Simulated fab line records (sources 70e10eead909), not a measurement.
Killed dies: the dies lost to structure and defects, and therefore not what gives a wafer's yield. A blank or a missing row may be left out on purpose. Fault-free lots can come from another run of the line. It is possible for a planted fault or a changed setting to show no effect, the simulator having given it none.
Which of the tools did it? :: flow nandHarc :: 12 lots, 36 wafers sampled, at 1 step of a route of 1302

WHAT EACH GAUGE READ, for each wafer
NHARC_P_M2_OVL_MEAS_10: pitch 340 nm.
lot: L728
measured: day 6 17:42
on: overlay-02
overlayXNm (nm): -0.3 -1.2 -0.2
overlayYNm (nm): 0.4 0.6 0.1

lot: L729
measured: day 6 20:23
on: overlay-02
overlayXNm (nm): 0.2 0.0 -0.4
overlayYNm (nm): -1.2 -1.1 -1.0

lot: L732
measured: day 7 22:32
on: overlay-02
overlayXNm (nm): -0.5 -0.3 -0.6
overlayYNm (nm): 0.7 1.1 0.8

lot: L731
measured: day 7 23:00
on: overlay-02
overlayXNm (nm): -1.0 -0.8 -0.9
overlayYNm (nm): 1.4 1.4 1.9

lot: L733
measured: day 8 14:07
on: overlay-02
overlayXNm (nm): 0.9 0.2 0.4
overlayYNm (nm): -2.2 -2.1 -2.3

lot: L734
measured: day 9 01:34
on: overlay-02
overlayXNm (nm): 1.2 1.3 1.4
overlayYNm (nm): 0.7 0.6 1.1

lot: L735
measured: day 9 09:29
on: overlay-01
overlayXNm (nm): -0.5 -0.4 -0.5
overlayYNm (nm): 1.2 0.7 0.6

lot: L736
measured: day 9 20:41
on: overlay-02
overlayXNm (nm): 0.4 0.8 0.9
overlayYNm (nm): -1.1 -1.1 -1.0

lot: L740
measured: day 11 06:49
on: overlay-01
overlayXNm (nm): 0.2 0.8 0.6
overlayYNm (nm): -0.7 -0.5 -0.2

lot: L743
measured: day 12 09:55
on: overlay-02
overlayXNm (nm): 0.7 0.3 1.0
overlayYNm (nm): -0.6 -0.6 -0.5

lot: L746
measured: day 13 20:09
on: overlay-02
overlayXNm (nm): 1.0 1.0 0.3
overlayYNm (nm): 0.7 1.0 0.9

lot: L751
measured: day 16 07:11
on: overlay-02
overlayXNm (nm): -0.8 -0.7 -1.2
overlayYNm (nm): 0.0 -0.3 0.0

TOOL THAT RAN EACH LOT (tool first, then ch and the chambers of the sampled wafers, then the start)
No process step before these readings appears in the record.

WHAT THE TOOLS THEMSELVES READ (means of the sampled wafers that have a number; where no wafer has one, the mark that the record gives instead)
The record holds no such reading with a usual standard deviation.

THE ANSWER, worked out from the rows above alone
Rule: usual is defined by the lots themselves. Put in order of their means at a reading, lots are off if they are a third of the lots or fewer, leave a main group of 4 or more, and stand apart from it by a gap of 3 or more times the standard deviation of the main group's means; of several such gaps the widest counts. The tables above print the reading to a certain number of digits; a main group whose means all agree to those digits is not used. Also off: a lot with no number at a reading for which 4 or more lots have one. All remaining lots with rows at the step are treated as sound. First the gauges in route order, then the tools' own readings, where a lot's mean is used as printed above. At the first step where some lot is off, the reading lying furthest off is the one used; lots without a number count as furthest.
No lot is off at any reading shown: from this, nothing can be told.

WHAT THE SIMULATOR HAD INSERTED
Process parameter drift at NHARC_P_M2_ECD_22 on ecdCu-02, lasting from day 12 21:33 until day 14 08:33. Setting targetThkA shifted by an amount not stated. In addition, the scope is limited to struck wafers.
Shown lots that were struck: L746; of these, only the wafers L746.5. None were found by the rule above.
